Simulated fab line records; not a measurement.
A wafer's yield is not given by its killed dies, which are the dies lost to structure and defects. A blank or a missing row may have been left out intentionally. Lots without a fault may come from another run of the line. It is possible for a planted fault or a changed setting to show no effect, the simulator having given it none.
fab line records	flow nandHarc
record lots=12	wafers=36	lastDay=33
route steps=1302 shown A_CHANNEL_HOLE_D1@476 A_CHANNEL_FILL_D1@501
lots with no fault: from the same line, run without faults
startH: hours from the record's opening day to when the first of the lot's shown wafers began	waitH: hours from the lot's prior step to this one	" as in the row above	L1.1+2: a single row standing in for several wafers	- either no value or no given start	* or withheld: withheld	< > ~ a bound
route shown NAME@n: a module of which the file shows steps, and the number in the route of the first	usual: the fault-free wafers' mean and standard deviation	same: alike in all rows	chamber/n: place in a boat	sites: per-site readings	_std_site: how widely they spread, as a standard deviation	_edge_site: mean of outer sites minus mean of inner sites	radiusMm: how far each site lies from the wafer's centre	mask NAME#n: copy n	behind: the last tool/chamber to shape the wafer	hold: the reason the lot was held/the length of the hold in hours/how it ended	device: names the non-switching transistor (n, p or np)	end of line: the same wafers' tests at the end of the route	a step without rows: its recipe alone	killed: dies that structure and defects cost at the first sort, which is not the same as the wafer's yield	map: a wafer's dies, marking killed ones x, the rest . and places with no die _
set.NAME: the setting that was run; set.NAME@STEP: the one run at that earlier step	model.NAME: the simulator's own value behind a step, which no gauge read
a sample of lots followed through the steps of the route, with each step as a table and each wafer as a row
services: from which hour (startH, from the record's first day; less than 0 if before it) a tool's chamber was out of use, for how many hours, and why
## steps
# step NHARC_A_CHANNEL_HOLE_D1_ETCH_24
# recipe biasV=5000	sourceW=withheld	pressureMtorr=20	timeS=906.2	arFlowSccm=375	c4f8FlowSccm=93.8	o2FlowSccm=31.2	tempC=-20	targetDepthA=15000	chemistry=C4F8/O2/Ar
# usual chamberPressureMTorr=19.998/0.019	drypumpMotorCurrentA=5.8/0.6	showerheadPlenumPTorr=3.66/0.09	throttleValvePct=32.235/0.0088
lot.wafer	tool	chamber	startH	waitH	chamberPressureMTorr	drypumpMotorCurrentA	rfHoursCounterH	showerheadPlenumPTorr	throttleValvePct
L179.1	harEtch-01	1	188.17	0.6	20.047	6.8	86	3.73	32.246
L179.2	"	0	"	"	19.980	5.6	86	3.62	32.238
L179.3	"	1	"	"	20.019	6.8	-	3.73	32.239
L181.2	harEtch-01	0	206.63	0.6	20.002	5.6	97	3.61	32.242
L181.3	"	1	"	"	19.999	6.8	-	3.73	32.237
L181.6	"	1	"	"	20.008	6.8	-	3.73	32.229
L180.2	harEtch-02	0	208.48	0.6	19.982	5.8	313	3.75	32.230
L180.4	"	1	"	"	20.009	5.1	-	3.58	32.226
L180.6	"	1	"	"	19.955	5.2	-	3.58	32.221
L183.4	harEtch-01	0	223.34	4.3	19.997	5.6	-	3.61	32.241
L183.3	"	1	"	"	19.986	6.8	-	3.72	32.241
L183.6	"	1	"	"	19.968	6.8	-	3.72	32.217
L182.4	harEtch-02	0	227.32	0.6	20.017	5.8	-	3.75	32.224
L182.6	"	0	"	"	19.994	5.8	-	3.75	32.254
L182.5	"	1	"	"	19.991	5.1	-	3.58	32.239
L184.1	harEtch-01	1	239.06	0.6	20.023	6.8	120	3.71	32.237
L184.4	"	0	"	"	19.960	5.6	-	3.60	32.239
L184.5	"	1	"	"	20.004	6.8	-	3.71	32.239
L189.1	harEtch-02	1	278.18	0.6	19.988	5.2	351	3.56	32.232
L189.3	"	0	"	"	20.008	5.7	-	3.74	32.244
L189.6	"	1	"	"	19.998	5.2	-	3.56	32.236
L194.1	harEtch-01	1	325.40	0.6	20.023	6.8	170	3.69	32.225
L194.3	"	0	"	"	20.001	5.6	-	3.58	32.230
L194.6	"	1	"	"	19.986	6.8	-	3.69	32.236
L195.1	harEtch-02	1	340.78	0.6	19.992	5.2	390	3.54	32.231
L195.3	"	0	"	"	20.019	5.8	-	3.71	32.224
L195.4	"	1	"	"	20.033	5.2	-	3.54	32.249
L199.2	harEtch-01	1	382.81	0.6	20.004	6.8	208	3.67	32.228
L199.4	"	1	"	"	19.973	6.8	-	3.67	32.232
L199.6	"	0	"	"	19.989	5.6	-	3.56	32.223
L200.2	harEtch-02	0	399.31	0.6	20.021	5.7	2	3.70	32.245
L200.4	"	1	"	"	19.998	5.1	-	3.93	32.230
L200.5	"	0	"	"	19.966	5.7	-	3.70	32.231
L201.4	harEtch-02	0	408.07	0.6	19.965	5.8	-	3.70	32.235
L201.6	"	1	"	"	19.951	5.2	-	3.92	32.226
L201.5	"	0	"	"	19.991	5.8	-	3.70	32.231
# step NHARC_A_CHANNEL_HOLE_D1_INSPECT_40
# usual rawDefectCount=74/24
lot.wafer	tool	chamber	startH	waitH	rawDefectCount
L179.1	defectInspect-02	-	191.75	-	47
L179.2	"	-	"	"	75
L179.3	"	-	"	"	49
L181.2	defectInspect-01	-	210.06	-	59
L181.3	"	-	"	"	42
L181.6	"	-	"	"	71
L180.2	defectInspect-01	-	211.92	-	101
L180.4	"	-	"	"	89
L180.6	"	-	"	"	91
L183.3	defectInspect-01	-	226.64	-	53
L183.4	"	-	"	"	29
L183.6	"	-	"	"	38
L182.4	defectInspect-02	-	230.65	-	117
L182.5	"	-	"	"	87
L182.6	"	-	"	"	102
L184.1	defectInspect-01	-	242.63	-	67
L184.4	"	-	"	"	69
L184.5	"	-	"	"	51
L189.1	defectInspect-01	-	281.75	-	84
L189.3	"	-	"	"	102
L189.6	"	-	"	"	98
L194.1	defectInspect-01	-	329.13	-	54
L194.3	"	-	"	"	55
L194.6	"	-	"	"	52
L195.1	defectInspect-02	-	344.22	-	95
L195.3	"	-	"	"	99
L195.4	"	-	"	"	98
L199.2	defectInspect-02	-	386.39	-	52
L199.4	"	-	"	"	70
L199.6	"	-	"	"	43
L200.2	defectInspect-02	-	402.88	-	53
L200.4	"	-	"	"	46
L200.5	"	-	"	"	37
L201.4	defectInspect-02	-	411.29	-	62
L201.5	"	-	"	"	43
L201.6	"	-	"	"	65
# step NHARC_A_CHANNEL_FILL_D1_STRIP_28
# recipe timeS=20	o2FlowSccm=500	arFlowSccm=0	biasW=0	chemistry=O2
# usual chamberPressureMTorr=60.01/0.049	drypumpMotorCurrentA=5.6/0.42	oesProductAu=1.002/0.0098	rfVppV=57.9/0.83	showerheadPlenumPTorr=3.56/0.12	throttleValvePct=17.036/0.0095
lot.wafer	tool	chamber	startH	waitH	chamberPressureMTorr	drypumpMotorCurrentA	oesProductAu	rfHoursCounterH	rfVppV	showerheadPlenumPTorr	throttleValvePct
L179.1	rieDiel-04	0	214.79	0.1	59.95	6.0	1.005	1	57.7	3.49	17.051
L179.2	"	1	"	"	59.99	5.0	1.005	1	58.3	3.39	17.029
L179.3	"	3	"	"	59.93	5.9	0.987	1	57.5	3.52	17.039
L181.3	rieDiel-06	1	234.67	0.1	60.01	5.6	0.995	7	58.1	3.76	17.032
L181.2	"	2	"	"	59.94	5.0	1.016	7	56.3	3.31	17.044
L181.6	"	0	"	"	59.97	5.5	0.987	-	58.7	3.64	17.044
L180.2	rieDiel-04	3	234.75	0.2	60.04	5.9	0.991	3	58.8	3.51	17.031
L180.4	"	1	"	"	60.05	5.0	0.992	2	58.4	3.39	17.025
L180.6	"	3	"	"	60.09	5.9	0.991	-	57.0	3.51	17.030
L183.3	rieDiel-12	2	251.12	0.1	60.08	5.3	1.012	9	57.8	3.42	17.033
L183.4	"	3	"	"	59.99	5.1	1.004	8	57.1	3.60	17.036
L183.6	"	1	"	"	60.05	6.0	1.009	-	56.7	3.57	17.027
L182.4	rieDiel-12	2	255.09	0.1	60.00	5.4	1.018	9	57.6	3.42	17.034
L182.6	"	2	"	"	60.03	5.3	1.008	-	57.5	3.42	17.056
L182.5	"	3	"	"	60.02	5.1	0.998	-	59.1	3.60	17.017
L184.4	rieDiel-06	0	266.29	0.1	60.00	5.5	1.005	8	57.3	3.64	17.040
L184.1	"	3	"	"	59.96	5.9	1.001	7	58.5	3.71	17.019
L184.5	"	1	"	"	60.13	5.6	0.996	-	58.4	3.76	17.032
L189.1	rieDiel-06	3	306.22	0.1	60.02	5.9	1.000	9	58.8	3.71	17.038
L189.3	"	0	"	"	60.05	5.5	0.970	11	58.3	3.64	17.034
L189.6	"	1	"	"	60.01	5.6	0.984	-	59.0	3.76	17.027
L194.1	rieDiel-12	1	352.99	0.1	60.01	6.0	1.002	4	58.2	3.57	17.042
L194.3	"	2	"	"	60.11	5.3	1.009	4	58.2	3.42	17.045
L194.6	"	1	"	"	60.12	6.0	1.007	-	57.7	3.57	17.031
L195.1	rieDiel-06	0	369.50	0.1	59.93	5.5	0.997	3	59.3	3.63	17.046
L195.3	"	2	"	"	60.05	5.0	1.005	3	58.6	3.30	17.030
L195.4	"	3	"	"	59.98	5.9	0.997	3	59.2	3.71	17.038
L199.4	rieDiel-12	3	409.57	0.1	60.06	5.1	1.003	6	58.8	3.60	17.054
L199.2	"	1	"	"	60.03	6.0	1.011	6	57.3	3.57	17.056
L199.6	"	2	"	"	59.91	5.3	1.008	-	58.6	3.42	17.025
L200.2	rieDiel-06	3	429.46	0.1	59.97	5.9	0.999	7	57.1	3.71	17.049
L200.4	"	0	"	"	60.00	5.4	1.003	6	57.9	3.63	17.045
L200.5	"	3	"	"	59.98	5.8	0.999	-	58.2	3.71	17.024
L201.4	rieDiel-04	0	436.15	0.1	59.96	5.9	1.003	2	57.6	3.48	17.054
L201.5	"	3	"	"	59.95	5.9	0.977	-	57.3	3.51	17.041
L201.6	"	0	"	"	60.03	5.9	1.006	-	57.4	3.48	17.026
# step NHARC_A_CHANNEL_FILL_D1_ALD_25
# recipe targetThkA=600	pulseTimeS=10	aldCycles=600	tempC=300	material=SiOx
# usual aldCycles=600/0	heaterPowerW=459/33	precursorPulseHeightRel=0.999/0.02
lot.wafer	tool	chamber	startH	waitH	aldCycles	heaterPowerW	precursorPulseHeightRel
L179.3	aldHk-02	3	229.08	0.0	600	522	0.997
L179.1	"	0	"	"	600	494	1.010
L179.2	"	2	230.94	1.9	600	412	1.040
L180.2	aldHk-03	2	246.63	0.1	600	447	0.985
L180.4	"	0	247.86	1.3	600	476	1.026
L180.6	"	3	249.70	3.1	600	403	0.975
L181.2	aldHk-01	2	247.87	1.3	600	476	1.008
L181.3	"	3	"	"	600	485	1.012
L181.6	"	0	"	"	600	493	0.984
L182.4	aldHk-02	2	266.05	0.7	600	421	0.986
L182.6	"	1	267.90	2.5	600	422	0.994
L182.5	"	2	"	"	600	410	1.026
L183.3	aldHk-01	2	266.66	1.3	600	475	0.995
L183.4	"	3	"	"	600	492	0.976
L183.6	"	0	"	"	600	492	0.948
L184.1	aldHk-03	1	278.63	0.1	600	470	0.974
L184.4	"	2	"	"	600	442	1.012
L184.5	"	1	281.13	2.5	600	492	0.983
L189.1	aldHk-03	1	317.82	0.1	600	480	1.000
L189.3	"	3	319.03	1.3	600	414	0.985
L189.6	"	2	320.85	3.1	600	431	0.969
L194.1	aldHk-01	3	366.02	0.1	600	472	0.956
L194.3	"	1	367.25	1.3	600	451	1.011
L194.6	"	0	369.09	3.1	486	483	1.023
L195.4	aldHk-02	1	381.32	0.0	600	417	1.021
L195.3	"	2	"	"	600	427	0.967
L195.1	"	3	"	"	600	476	1.038
L199.4	aldHk-01	0	424.38	0.7	600	480	1.013
L199.2	"	1	"	"	600	445	1.033
L199.6	"	0	426.86	3.2	600	456	0.982
L200.2	aldHk-03	3	441.17	0.1	600	397	0.983
L200.4	"	0	"	"	600	477	1.019
L200.5	"	0	444.22	3.1	600	481	0.967
L201.4	aldHk-01	1	449.61	0.7	600	456	1.030
L201.6	"	0	451.41	2.5	600	483	0.994
L201.5	"	1	"	"	600	444	0.976
## services
tool	chamber	startH	hours	kind
aldHk-02	-	170.13	10.0	pm
rieDiel-04	-	177.95	9.0	pm
rieDiel-06	1	178.72	3.1	repair
rieDiel-04	1	203.98	4.9	repair
aldHk-03	-	213.01	10.0	pm
rieDiel-12	3	242.47	6.3	repair
harEtch-02	0	253.55	-	consumableReplace:esc
harEtch-02	0	253.55	17.0	scheduledDown
harEtch-02	0	253.55	17.0	ventCycle
rieDiel-06	-	257.18	0.4	repair
rieDiel-12	-	268.43	9.0	pm
rieDiel-04	3	288.71	6.8	repair
aldHk-01	-	296.00	10.0	pm
rieDiel-06	-	307.20	9.0	pm
rieDiel-12	3	327.95	7.1	repair
rieDiel-04	-	354.95	9.0	pm
rieDiel-04	0	367.88	4.1	repair
aldHk-02	-	370.14	2.0	repair
aldHk-03	-	375.61	2.3	repair
harEtch-02	-	380.15	17.0	pm
aldHk-03	-	391.01	10.0	pm
rieDiel-04	2	442.74	4.8	repair
rieDiel-12	-	445.43	9.0	pm
harEtch-01	-	449.83	4.8	repair
## key
firstSign step=NHARC_A_CHANNEL_FILL_D1_ALD_25	reading=aldCycles	direction=down	sigmas=99+	usual=600	struck=486
effect none on later readings
metAt NHARC_A_CHANNEL_FILL_D1_ALD_25
struckLots L194
struckWafers L194.6
testerLeftOut L194
notActingAt NHARC_A_CHANNEL_HOLE_D1_ETCH_24,NHARC_A_CHANNEL_HOLE_D1_INSPECT_40,NHARC_A_CHANNEL_FILL_D1_STRIP_28
onsetBetween 266.66 366.02
fault kind=processParameterDrift	tool=aldHk-01	chamber=-	onsetH=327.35	steps=NHARC_A_CHANNEL_FILL_D1_ALD_25	channel=aldCycles	offset=-114	shape=step	endH=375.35	scope=struckWafersOnly	actsIn=theseRecipesOnly	stated=600
# testerLeftOut: of these lots the tester's yield and bins aren't shown, on N5 and GAA mostly nor the transistor test; their killed dies are dies lost to structure and defects alone, not to doping, threshold or leakage, so they don't give the yield
